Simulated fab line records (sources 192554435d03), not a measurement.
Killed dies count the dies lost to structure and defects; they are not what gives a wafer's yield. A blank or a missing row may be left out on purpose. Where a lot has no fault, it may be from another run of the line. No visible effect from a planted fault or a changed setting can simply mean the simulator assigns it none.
Split-lot trial :: flow n5Finfet :: on a route of 1938 steps: 7 lots, 21 wafers read

ABOUT THE SPLIT
At N5_BEOL_M3_ETCH_41 (etches SiCN in CH3F/O2, target depth 29.9 nm, time 52.5 s), the setting targetDepthA was moved away from the recipe's 299 angstrom on 10 of the 21 wafers read, by -11.2% to +11.8%. All remaining wafers had this setting at the recipe value.

Reading taken at the split's own step.

THE READING
etch.depthNm (the simulator's own value, which no gauge read), in nm, at N5_BEOL_M3_ETCH_41 (etches SiCN in CH3F/O2, target depth 29.9 nm, time 52.5 s). The file gives no usual value for it. The 11 wafers here that ran the recipe average 19.34 nm, standard deviation 0.39 nm.

wafer: L076.1
tool, chamber at the split: rieDiel-01, 2
targetDepthA as run, angstrom: 299
against the recipe: recipe
etch.depthNm, nm: 19.72
against lot-mates on the recipe: -

wafer: L076.2
tool, chamber at the split: rieDiel-01, 0
targetDepthA as run, angstrom: 299
against the recipe: recipe
etch.depthNm, nm: 19.79
against lot-mates on the recipe: -

wafer: L076.5
tool, chamber at the split: rieDiel-01, 3
targetDepthA as run, angstrom: 299
against the recipe: recipe
etch.depthNm, nm: 18.72
against lot-mates on the recipe: -

wafer: L078.1
tool, chamber at the split: rieDiel-02, 1
targetDepthA as run, angstrom: 299
against the recipe: recipe
etch.depthNm, nm: 19.32
against lot-mates on the recipe: -

wafer: L078.3
tool, chamber at the split: rieDiel-02, 3
targetDepthA as run, angstrom: 334.3
against the recipe: +11.8%
etch.depthNm, nm: 22.02
against lot-mates on the recipe: +2.70

wafer: L078.6
tool, chamber at the split: rieDiel-02, 1
targetDepthA as run, angstrom: 334.3
against the recipe: +11.8%
etch.depthNm, nm: 21.8
against lot-mates on the recipe: +2.48

wafer: L081.1
tool, chamber at the split: rieDiel-02, 3
targetDepthA as run, angstrom: 299
against the recipe: recipe
etch.depthNm, nm: 19.91
against lot-mates on the recipe: -

wafer: L081.4
tool, chamber at the split: rieDiel-02, 1
targetDepthA as run, angstrom: 299
against the recipe: recipe
etch.depthNm, nm: 19.15
against lot-mates on the recipe: -

wafer: L081.5
tool, chamber at the split: rieDiel-02, 3
targetDepthA as run, angstrom: 299
against the recipe: recipe
etch.depthNm, nm: 19.76
against lot-mates on the recipe: -

wafer: L086.1
tool, chamber at the split: rieDiel-06, 1
targetDepthA as run, angstrom: 268.6
against the recipe: -10.2%
etch.depthNm, nm: 17.27
against lot-mates on the recipe: -1.79

wafer: L086.3
tool, chamber at the split: rieDiel-06, 0
targetDepthA as run, angstrom: 299
against the recipe: recipe
etch.depthNm, nm: 18.84
against lot-mates on the recipe: -

wafer: L086.6
tool, chamber at the split: rieDiel-06, 2
targetDepthA as run, angstrom: 299
against the recipe: recipe
etch.depthNm, nm: 19.29
against lot-mates on the recipe: -

wafer: L093.1
tool, chamber at the split: rieDiel-02, 0
targetDepthA as run, angstrom: 299
against the recipe: recipe
etch.depthNm, nm: 18.97
against lot-mates on the recipe: -

wafer: L093.5
tool, chamber at the split: rieDiel-02, 2
targetDepthA as run, angstrom: 321.9
against the recipe: +7.7%
etch.depthNm, nm: 20.84
against lot-mates on the recipe: +1.87

wafer: L093.6
tool, chamber at the split: rieDiel-02, 1
targetDepthA as run, angstrom: 321.9
against the recipe: +7.7%
etch.depthNm, nm: 21
against lot-mates on the recipe: +2.03

wafer: L094.1
tool, chamber at the split: rieDiel-06, 0
targetDepthA as run, angstrom: 313.8
against the recipe: +4.9%
etch.depthNm, nm: 19.76
against lot-mates on the recipe: no lot-mate on the recipe

wafer: L094.2
tool, chamber at the split: rieDiel-06, 3
targetDepthA as run, angstrom: 313.8
against the recipe: +4.9%
etch.depthNm, nm: 20.14
against lot-mates on the recipe: no lot-mate on the recipe

wafer: L094.6
tool, chamber at the split: rieDiel-06, 0
targetDepthA as run, angstrom: 313.8
against the recipe: +4.9%
etch.depthNm, nm: 19.85
against lot-mates on the recipe: no lot-mate on the recipe

wafer: L095.2
tool, chamber at the split: rieDiel-02, 3
targetDepthA as run, angstrom: 265.4
against the recipe: -11.2%
etch.depthNm, nm: 17.48
against lot-mates on the recipe: -1.78

wafer: L095.3
tool, chamber at the split: rieDiel-02, 2
targetDepthA as run, angstrom: 265.4
against the recipe: -11.2%
etch.depthNm, nm: 17.01
against lot-mates on the recipe: -2.25

wafer: L095.4
tool, chamber at the split: rieDiel-02, 1
targetDepthA as run, angstrom: 299
against the recipe: recipe
etch.depthNm, nm: 19.26
against lot-mates on the recipe: -

THE FIT
A straight line over all 21 wafers: etch.depthNm changes by +0.196 nm for each +1% of targetDepthA; r = +0.96; the points scatter about the line by 0.36 nm.
The same after taking each lot's own level away (the mean of its wafers on the recipe; 18 wafers): +0.205 nm for each +1%; r = +0.97; scatter 0.32 nm.
Per that fit: largest targetDepthA move, reading shift of 2.4 nm.
The span of the lots' own levels, 18.970 to 19.607 nm, comes to 1.6 times the standard deviation stated above.
The two slopes agree, so the slope changes little with the lot-to-lot level.
Check: +2.47 nm against its lot-mates is what the line predicts for one of the wafers moved furthest among these (+11.8%) when that wafer is left out of the fit. Against them it came out at +2.7 nm.

THESE WAFERS: OTHER SPLITS
These wafers also went through other splits before the reading. Each is held against what the fit with the lots' levels taken away leaves over:
other split on the same wafers: N5_BEOL_M3_TRENCH_ETCH_37 timeS
wafers away from the commonest value: 7
r with etch.depthNm (lot level and that fit taken away): -0.12

THE FILE'S OWN FIT
etch.depthNm changes by +0.202 nm for each +1% of targetDepthA, r = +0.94.
